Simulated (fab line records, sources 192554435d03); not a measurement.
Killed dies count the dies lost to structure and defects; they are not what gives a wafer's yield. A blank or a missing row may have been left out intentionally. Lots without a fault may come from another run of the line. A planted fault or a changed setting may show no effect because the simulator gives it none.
Matching of chambers || flow n5 finfet || 4 sister chambers for N5_BEOL_M3_DESCUM_33 on rie diel-05
The step chemistry O2, time 7 s. 18 wafers are shown with their chamber, then 9 later ones without.

== WAFERS WITH THEIR CHAMBER ==
{"wafer": "L074.1", "chamber": 2, "drypump motor current A (A)": 6.3, "showerhead plenum p Torr (Torr)": 2.00, "throttle valve pct (%)": 20.76}
{"wafer": "L074.2", "chamber": 3, "drypump motor current A (A)": 5.5, "showerhead plenum p Torr (Torr)": 2.01, "throttle valve pct (%)": 20.53}
{"wafer": "L074.3", "chamber": 1, "drypump motor current A (A)": 5.0, "showerhead plenum p Torr (Torr)": 2.16, "throttle valve pct (%)": 20.23}
{"wafer": "L078.1", "chamber": 0, "drypump motor current A (A)": 6.5, "showerhead plenum p Torr (Torr)": 2.06, "throttle valve pct (%)": 20.79}
{"wafer": "L078.2", "chamber": 3, "drypump motor current A (A)": 5.5, "showerhead plenum p Torr (Torr)": 2.00, "throttle valve pct (%)": 20.55}
{"wafer": "L078.3", "chamber": 2, "drypump motor current A (A)": 6.4, "showerhead plenum p Torr (Torr)": 1.99, "throttle valve pct (%)": 20.79}
{"wafer": "L084.1", "chamber": 1, "drypump motor current A (A)": 5.0, "showerhead plenum p Torr (Torr)": 2.15, "throttle valve pct (%)": 20.25}
{"wafer": "L084.3", "chamber": 0, "drypump motor current A (A)": 6.4, "showerhead plenum p Torr (Torr)": 2.06, "throttle valve pct (%)": 20.79}
{"wafer": "L084.6", "chamber": 0, "drypump motor current A (A)": 6.4, "showerhead plenum p Torr (Torr)": 2.06, "throttle valve pct (%)": 20.79}
{"wafer": "L088.1", "chamber": 1, "drypump motor current A (A)": 5.0, "showerhead plenum p Torr (Torr)": 2.15, "throttle valve pct (%)": 20.27}
{"wafer": "L088.3", "chamber": 3, "drypump motor current A (A)": 5.5, "showerhead plenum p Torr (Torr)": 2.00, "throttle valve pct (%)": 20.58}
{"wafer": "L088.4", "chamber": 0, "drypump motor current A (A)": 6.4, "showerhead plenum p Torr (Torr)": 2.06, "throttle valve pct (%)": 20.79}
{"wafer": "L090.1", "chamber": 3, "drypump motor current A (A)": 5.5, "showerhead plenum p Torr (Torr)": 1.99, "throttle valve pct (%)": 20.60}
{"wafer": "L090.3", "chamber": 1, "drypump motor current A (A)": 5.0, "showerhead plenum p Torr (Torr)": 2.14, "throttle valve pct (%)": 20.29}
{"wafer": "L090.5", "chamber": 1, "drypump motor current A (A)": 5.0, "showerhead plenum p Torr (Torr)": 2.14, "throttle valve pct (%)": 20.29}
{"wafer": "L094.2", "chamber": 2, "drypump motor current A (A)": 6.3, "showerhead plenum p Torr (Torr)": 1.98, "throttle valve pct (%)": 20.83}
{"wafer": "L094.4", "chamber": 0, "drypump motor current A (A)": 6.4, "showerhead plenum p Torr (Torr)": 2.06, "throttle valve pct (%)": 20.44}
{"wafer": "L094.6", "chamber": 3, "drypump motor current A (A)": 5.5, "showerhead plenum p Torr (Torr)": 1.99, "throttle valve pct (%)": 20.61}

SIGNATURES, as means of the wafers listed above
{"reading": "drypump motor current A", "chamber 0": 6.420, "chamber 1": 5.000, "chamber 2": 6.333, "chamber 3": 5.500, "scatter within a chamber": 0.0324}
{"reading": "showerhead plenum p Torr", "chamber 0": 2.0600, "chamber 1": 2.1480, "chamber 2": 1.9900, "chamber 3": 1.9980, "scatter within a chamber": 0.00737}
{"reading": "throttle valve pct", "chamber 0": 20.7200, "chamber 1": 20.2660, "chamber 2": 20.7933, "chamber 3": 20.5740, "scatter within a chamber": 0.0877}
Rule: for each reading, subtract the chamber's mean from the wafer's reading, divide by that reading's scatter and square the result; add these up over the readings and take the root, which gives the wafer's distance from the chamber. If the next closest chamber is less than 2 further off than the closest, the wafer can't be placed; otherwise it belongs to the closest. How the scatter is found: for the shown wafers, subtract from each reading the mean of its chamber, square and add these, divide the total by (wafers less chambers), then take the root.

== WAFERS WHOSE CHAMBER IS MISSING ==
{"wafer": "L095.1", "drypump motor current A (A)": 6.4, "showerhead plenum p Torr (Torr)": 2.05, "throttle valve pct (%)": 20.44}
{"wafer": "L095.2", "drypump motor current A (A)": 5.5, "showerhead plenum p Torr (Torr)": 1.99, "throttle valve pct (%)": 20.60}
{"wafer": "L095.3", "drypump motor current A (A)": 5.5, "showerhead plenum p Torr (Torr)": 1.99, "throttle valve pct (%)": 20.62}
{"wafer": "L095.4", "drypump motor current A (A)": 6.4, "showerhead plenum p Torr (Torr)": 2.05, "throttle valve pct (%)": 20.44}
{"wafer": "L095.5", "drypump motor current A (A)": 6.4, "showerhead plenum p Torr (Torr)": 2.05, "throttle valve pct (%)": 20.44}
{"wafer": "L095.6", "drypump motor current A (A)": 5.5, "showerhead plenum p Torr (Torr)": 1.99, "throttle valve pct (%)": 20.60}
{"wafer": "L097.3", "drypump motor current A (A)": 5.5, "showerhead plenum p Torr (Torr)": 1.99, "throttle valve pct (%)": 20.62}
{"wafer": "L097.4", "drypump motor current A (A)": 6.4, "showerhead plenum p Torr (Torr)": 2.05, "throttle valve pct (%)": 20.45}
{"wafer": "L097.5", "drypump motor current A (A)": 6.4, "showerhead plenum p Torr (Torr)": 2.05, "throttle valve pct (%)": 20.44}

== THE CHAMBER EACH PASSED THROUGH ==
{"wafer": "L095.1", "from the rows above": 0, "in truth": 0}
{"wafer": "L095.2", "from the rows above": 3, "in truth": 3}
{"wafer": "L095.3", "from the rows above": 3, "in truth": 3}
{"wafer": "L095.4", "from the rows above": 0, "in truth": 0}
{"wafer": "L095.5", "from the rows above": 0, "in truth": 0}
{"wafer": "L095.6", "from the rows above": 3, "in truth": 3}
{"wafer": "L097.3", "from the rows above": 3, "in truth": 3}
{"wafer": "L097.4", "from the rows above": 0, "in truth": 0}
{"wafer": "L097.5", "from the rows above": 0, "in truth": 0}
Placed correctly: 9 of 9. Left unplaced by these rows: 0. Number placed wrongly: 0.
